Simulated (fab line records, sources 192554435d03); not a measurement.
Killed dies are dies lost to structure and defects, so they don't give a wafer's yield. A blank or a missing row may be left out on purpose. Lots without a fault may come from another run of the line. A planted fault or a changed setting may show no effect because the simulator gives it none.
Which tool did it? | flow n5_finfet | 24 lots, 72 wafers sampled, at 5 steps of a route of 1938

WHAT THE GAUGES READ, wafer by wafer
N5_BEOL_M11_RS_MEAS_57: measures by four-point-probe.
lot  | measured     | on            | M11_RS (ohm/sq)
L074 | day 10 14:40 | film_metro-01 | 0.149 0.153 0.151
L076 | day 11 11:28 | film_metro-01 | 0.154 0.155 0.154
L077 | day 11 11:36 | film_metro-01 | 0.146 0.150 0.149
L075 | day 11 20:20 | film_metro-01 | 0.152 0.143 0.154
L078 | day 12 05:28 | film_metro-02 | 0.155 0.152 0.158
L080 | day 13 00:52 | film_metro-02 | 0.152 0.148 0.152
L082 | day 13 07:27 | film_metro-01 | 0.153 0.151 0.150
L079 | day 13 08:42 | film_metro-02 | 0.154 0.150 0.155
L081 | day 13 09:59 | film_metro-01 | 0.154 0.153 0.156
L083 | day 13 10:46 | film_metro-01 | 0.152 0.151 0.152
L085 | day 14 08:01 | film_metro-02 | 0.147 0.152 0.154
L084 | day 14 09:32 | film_metro-01 | 0.150 0.153 0.151
L087 | day 14 14:17 | film_metro-02 | 0.154 0.144 0.150
L088 | day 14 14:33 | film_metro-02 | 0.148 0.152 0.153
L086 | day 14 17:33 | film_metro-02 | 0.154 0.150 0.154
L089 | day 14 18:01 | film_metro-02 | 0.149 0.155 0.151
L090 | day 15 00:08 | film_metro-01 | 0.153 0.142 0.155
L091 | day 15 08:38 | film_metro-02 | 0.147 0.151 0.146
L092 | day 15 16:49 | film_metro-01 | 0.160 0.158 0.155
L093 | day 16 07:20 | film_metro-02 | 0.149 0.147 0.152
L095 | day 16 23:32 | film_metro-01 | 0.157 0.154 0.159
L094 | day 17 00:21 | film_metro-01 | 0.148 0.155 0.156
L096 | day 17 05:37 | film_metro-01 | 0.150 0.155 0.150
L097 | day 17 20:46 | film_metro-01 | 0.154 0.154 0.152

N5_BEOL_M12_THK_MEAS_50: measures by xrf.
lot  | measured     | on            | M12_THK (nm)
L074 | day 10 19:53 | film_metro-01 | 324 327 321
L076 | day 11 15:43 | film_metro-02 | 321 320 325
L077 | day 11 16:03 | film_metro-02 | 327 329 335
L075 | day 12 01:25 | film_metro-02 | 316 319 318
L078 | day 12 13:32 | film_metro-01 | 318 325 313
L080 | day 13 05:56 | film_metro-01 | 323 312 327
L082 | day 13 11:28 | film_metro-02 | 322 332 331
L079 | day 13 12:19 | film_metro-01 | 322 319 331
L081 | day 13 14:27 | film_metro-02 | 324 316 326
L083 | day 13 15:07 | film_metro-02 | 314 321 331
L085 | day 14 13:49 | film_metro-01 | 316 327 316
L084 | day 14 14:22 | film_metro-01 | 318 313 319
L087 | day 14 21:58 | film_metro-01 | 326 322 331
L088 | day 14 23:05 | film_metro-01 | 323 316 321
L086 | day 14 23:07 | film_metro-02 | 317 325 327
L089 | day 15 00:36 | film_metro-02 | 322 321 318
L090 | day 15 05:46 | film_metro-01 | 319 324 324
L091 | day 15 12:52 | film_metro-02 | 332 329 317
L092 | day 16 00:00 | film_metro-01 | 315 315 318
L093 | day 16 12:22 | film_metro-02 | 328 324 328
L095 | day 17 03:20 | film_metro-02 | 333 317 324
L094 | day 17 05:53 | film_metro-02 | 326 318 329
L096 | day 17 09:19 | film_metro-02 | 324 314 332
L097 | day 18 00:52 | film_metro-01 | 326 317 324

WHICH TOOL RAN EACH LOT (tool, then ch and the chambers of the sampled wafers, then the start)
lot  | N5_BEOL_M11_ALD_74                  | N5_BEOL_M12_DESCUM_15              | N5_BEOL_M12_STRIP_63
L074 | ald_metal-04 ch 0,1,2, day 10 11:16 | rie_diel-01 ch 0,1,3, day 10 15:15 | plasma_asher-02 ch 0,1, day 10 15:32
L076 | ald_metal-03 ch 1,2, day 11 08:16   | rie_diel-02 ch 0,2,3, day 11 12:12 | plasma_asher-02 ch 0,1, day 11 12:29
L077 | ald_metal-04 ch 1,2, day 11 08:23   | rie_diel-06 ch 0,1,3, day 11 12:17 | plasma_asher-01 ch 0,1, day 11 12:34
L075 | ald_metal-04 ch 0,2,3, day 11 18:15 | rie_diel-01 ch 2,3, day 11 21:03   | plasma_asher-02 ch 0,1, day 11 21:20
L078 | ald_metal-02 ch 0,2, day 12 03:59   | rie_diel-02 ch 0,1, day 12 06:20   | plasma_asher-02 ch 0, day 12 06:38
L080 | ald_metal-02 ch 1,2,3, day 12 23:14 | rie_diel-06 ch 0,1,3, day 13 01:27 | plasma_asher-01 ch 0,1, day 13 01:44
L082 | ald_metal-03 ch 0,3, day 13 05:57   | rie_diel-06 ch 0,2, day 13 08:02   | plasma_asher-02 ch 0,1, day 13 08:19
L079 | ald_metal-02 ch 0,1,3, day 13 06:59 | rie_diel-06 ch 2,3, day 13 09:20   | plasma_asher-02 ch 0,1, day 13 09:37
L081 | ald_metal-04 ch 1,2,3, day 13 07:10 | rie_diel-01 ch 0,1,2, day 13 11:16 | plasma_asher-02 ch 0,1, day 13 11:50
L083 | ald_metal-03 ch 1,2,3, day 13 09:17 | rie_diel-02 ch 0,3, day 13 11:30   | plasma_asher-02 ch 1, day 13 11:58
L085 | ald_metal-03 ch 0,3, day 14 05:14   | rie_diel-06 ch 0,1, day 14 08:35   | plasma_asher-02 ch 0,1, day 14 08:53
L084 | ald_metal-04 ch 0,1,3, day 14 07:59 | rie_diel-02 ch 0,1, day 14 10:16   | plasma_asher-01 ch 0,1, day 14 10:33
L087 | ald_metal-03 ch 1,2, day 14 12:37   | rie_diel-01 ch 1,2,3, day 14 14:52 | plasma_asher-02 ch 0,1, day 14 15:09
L088 | ald_metal-04 ch 1,2,3, day 14 12:45 | rie_diel-06 ch 1,2,3, day 14 15:28 | plasma_asher-01 ch 0,1, day 14 15:46
L086 | ald_metal-02 ch 1,2,3, day 14 16:02 | rie_diel-02 ch 0,1,3, day 14 18:11 | plasma_asher-01 ch 0, day 14 18:29
L089 | ald_metal-04 ch 1,2, day 14 16:22   | rie_diel-06 ch 1,2,3, day 14 18:44 | plasma_asher-01 ch 0,1, day 14 19:02
L090 | ald_metal-04 ch 1,3, day 14 21:58   | rie_diel-02 ch 1,2, day 15 00:50   | plasma_asher-01 ch 0,1, day 15 01:09
L091 | ald_metal-04 ch 0,2,3, day 15 06:51 | rie_diel-01 ch 1,2,3, day 15 09:21 | plasma_asher-02 ch 0,1, day 15 09:38
L092 | ald_metal-02 ch 1,2, day 15 14:35   | rie_diel-06 ch 1,2,3, day 15 17:32 | plasma_asher-01 ch 0,1, day 15 17:50
L093 | ald_metal-02 ch 0,2,3, day 16 05:46 | rie_diel-01 ch 1,2, day 16 08:42   | plasma_asher-01 ch 0,1, day 16 08:59
L095 | ald_metal-02 ch 2,3, day 16 22:01   | rie_diel-06 ch 0,1, day 17 00:17   | plasma_asher-02 ch 0,1, day 17 00:35
L094 | ald_metal-02 ch 0,1,3, day 16 22:46 | rie_diel-02 ch 0,1,2, day 17 01:13 | plasma_asher-02 ch 0,1, day 17 01:31
L096 | ald_metal-03 ch 2,3, day 17 03:45   | rie_diel-02 ch 0,1,2, day 17 06:18 | plasma_asher-01 ch 0,1, day 17 06:35
L097 | ald_metal-02 ch 1,2,3, day 17 19:05 | rie_diel-01 ch 0,1,3, day 17 21:31 | plasma_asher-01 ch 0,1, day 17 21:49
- N5_BEOL_M11_ALD_74: deposits TaN, target thk 2 nm, pulse time 2 s, purge time 3 s.
- N5_BEOL_M12_DESCUM_15: chemistry O2, time 7.9 s.
- N5_BEOL_M12_STRIP_63: strips in N2/H2.

WHAT THE TOOLS THEMSELVES READ (means of the sampled wafers that have a number; where no wafer has one, the mark that the record gives instead)
N5_BEOL_M11_ALD_74.
lot  | tool         | heater_power_w (W) | precursor_vessel_temp_c (C)
L074 | ald_metal-04 | 487                | 75.03
L076 | ald_metal-03 | 411                | 75.03
L077 | ald_metal-04 | 506                | 74.99
L075 | ald_metal-04 | 476                | 75.03
L078 | ald_metal-02 | 393                | 75.11
L080 | ald_metal-02 | 378                | 74.97
L082 | ald_metal-03 | 379                | 74.84
L079 | ald_metal-02 | 392                | 75.17
L081 | ald_metal-04 | 459                | 75.12
L083 | ald_metal-03 | 405                | 74.99
L085 | ald_metal-03 | 378                | 75.01
L084 | ald_metal-04 | 437                | 74.94
L087 | ald_metal-03 | 405                | 75.15
L088 | ald_metal-04 | 456                | 75.01
L086 | ald_metal-02 | 393                | 74.97
L089 | ald_metal-04 | 465                | 75.02
L090 | ald_metal-04 | 417                | 75.10
L091 | ald_metal-04 | 466                | 74.87
L092 | ald_metal-02 | 379                | 75.05
L093 | ald_metal-02 | 389                | 75.02
L095 | ald_metal-02 | 384                | 74.93
L094 | ald_metal-02 | 392                | 75.02
L096 | ald_metal-03 | 383                | 74.99
L097 | ald_metal-02 | 387                | 75.10

N5_BEOL_M12_DESCUM_15.
lot  | tool        | drypump_motor_current_A (A) | oes_product_au (a.u.) | rf_vpp_V (V) | showerhead_plenum_p_Torr (Torr) | temp_c (C) | throttle_valve_pct (%)
L074 | rie_diel-01 | 5.7                         | 0.81                  | 243.1        | 2.10                            | 40.08      | 20.49
L076 | rie_diel-02 | 5.5                         | 0.73                  | 243.3        | 2.05                            | 39.89      | 20.76
L077 | rie_diel-06 | 5.4                         | 0.78                  | 243.1        | 2.06                            | 40.01      | 20.55
L075 | rie_diel-01 | 5.7                         | 0.76                  | 243.8        | 2.09                            | 39.94      | 20.64
L078 | rie_diel-02 | 5.8                         | 0.74                  | 243.5        | 2.03                            | 39.90      | 20.41
L080 | rie_diel-06 | 5.4                         | 0.77                  | 242.3        | 2.06                            | 40.04      | 20.58
L082 | rie_diel-06 | 5.1                         | 0.67                  | 244.5        | 2.14                            | 39.89      | 20.65
L079 | rie_diel-06 | 5.6                         | 0.70                  | 242.9        | 2.03                            | 40.09      | 20.51
L081 | rie_diel-01 | 5.7                         | 0.79                  | 243.6        | 2.10                            | 39.91      | 20.52
L083 | rie_diel-02 | 5.5                         | 0.71                  | 243.3        | 2.11                            | 39.91      | 20.81
L085 | rie_diel-06 | 5.2                         | 0.75                  | 243.4        | 2.11                            | 40.11      | 20.75
L084 | rie_diel-02 | 5.8                         | 0.73                  | 241.9        | 2.02                            | 39.96      | 20.43
L087 | rie_diel-01 | 5.7                         | 0.77                  | 243.2        | 2.08                            | 40.05      | 20.55
L088 | rie_diel-06 | 5.4                         | 0.76                  | 243.1        | 2.04                            | 40.05      | 20.42
L086 | rie_diel-02 | 5.5                         | 0.71                  | 242.9        | 2.08                            | 39.96      | 20.68
L089 | rie_diel-06 | 5.4                         | 0.75                  | 242.9        | 2.04                            | 39.98      | 20.40
L090 | rie_diel-02 | 5.3                         | 0.69                  | 241.9        | 2.01                            | 39.91      | 20.88
L091 | rie_diel-01 | 5.7                         | 0.76                  | 242.8        | 2.08                            | 39.98      | 20.57
L092 | rie_diel-06 | 5.4                         | 0.75                  | 242.2        | 2.04                            | 40.09      | 20.43
L093 | rie_diel-01 | 5.7                         | 0.76                  | 243.3        | 2.09                            | 39.90      | 20.59
L095 | rie_diel-06 | 5.2                         | 0.92                  | 244.2        | 2.11                            | 40.03      | 20.47
L094 | rie_diel-02 | 5.6                         | 0.80                  | 243.3        | 2.10                            | 40.02      | 20.56
L096 | rie_diel-02 | 5.6                         | 0.78                  | 243.4        | 2.10                            | 40.07      | 20.56
L097 | rie_diel-01 | 5.7                         | 0.84                  | 243.2        | 2.07                            | 39.91      | 20.45

N5_BEOL_M12_STRIP_63.
lot  | tool            | drypump_motor_current_A (A) | heater_power_w (W) | oes_product_au (a.u.) | strip_time_to_endpoint_s (s) | temp_c (C)
L074 | plasma_asher-02 | 5.25                        | 367                | 0.692                 | 42.9                         | 249.98
L076 | plasma_asher-02 | 5.23                        | 369                | 0.695                 | 42.4                         | 249.87
L077 | plasma_asher-01 | 5.03                        | 315                | 0.690                 | 42.4                         | 249.93
L075 | plasma_asher-02 | 5.26                        | 367                | 0.692                 | 41.1                         | 250.24
L078 | plasma_asher-02 | 5.37                        | 395                | 0.690                 | 42.5                         | 250.23
L080 | plasma_asher-01 | 5.25                        | 306                | 0.692                 | 42.8                         | 249.88
L082 | plasma_asher-02 | 5.33                        | 375                | 0.694                 | 43.3                         | 250.04
L079 | plasma_asher-02 | 5.32                        | 388                | 0.693                 | 41.4                         | 249.89
L081 | plasma_asher-02 | 5.30                        | 383                | 0.692                 | 42.3                         | 250.20
L083 | plasma_asher-02 | 5.18                        | 353                | 0.689                 | 42.6                         | 249.82
L085 | plasma_asher-02 | 5.31                        | 383                | 0.691                 | 42.5                         | 250.08
L084 | plasma_asher-01 | 5.00                        | 318                | 0.693                 | 42.7                         | 249.72
L087 | plasma_asher-02 | 5.25                        | 367                | 0.699                 | 42.4                         | 250.02
L088 | plasma_asher-01 | 5.05                        | 320                | 0.691                 | 43.0                         | 249.83
L086 | plasma_asher-01 | 4.81                        | 334                | 0.694                 | 43.8                         | 250.00
L089 | plasma_asher-01 | 5.26                        | 298                | 0.693                 | 42.3                         | 250.04
L090 | plasma_asher-01 | 5.02                        | 314                | 0.692                 | 42.7                         | 250.28
L091 | plasma_asher-02 | 5.24                        | 367                | 0.694                 | 41.7                         | 250.00
L092 | plasma_asher-01 | 5.26                        | 302                | 0.691                 | 42.0                         | 250.04
L093 | plasma_asher-01 | 5.27                        | 304                | 0.696                 | 42.5                         | 250.32
L095 | plasma_asher-02 | 5.33                        | 379                | 0.693                 | 42.3                         | 249.88
L094 | plasma_asher-02 | 5.31                        | 385                | 0.696                 | 42.8                         | 250.26
L096 | plasma_asher-01 | 5.25                        | 302                | 0.695                 | 42.2                         | 250.01
L097 | plasma_asher-01 | 5.24                        | 304                | 0.695                 | 42.2                         | 250.19

THE ANSWER, worked out from the rows above alone
Rule: what is usual is taken from the lots themselves. Put in order of their means at a reading, lots are off if they are a third of the lots or fewer, leave a main group of 4 or more, and stand apart from it by a gap of 3 or more times the standard deviation of the main group's means; of several such gaps the widest counts. A main group whose means are all the same, to the digits that the tables above print for the reading, isn't used. A lot without any number at a reading at which 4 lots or more have one is off too. The other lots that the step has rows for count as sound. The gauges are gone through in route order, then the tools' own readings, and for those a lot's mean is taken as printed above. The first step at which some lot is off is used, and at that step the reading that is off furthest; a lot without a number counts as furthest.
No lot is off at any reading shown: from this, nothing can be told.

WHAT THE SIMULATOR HAD PUT IN
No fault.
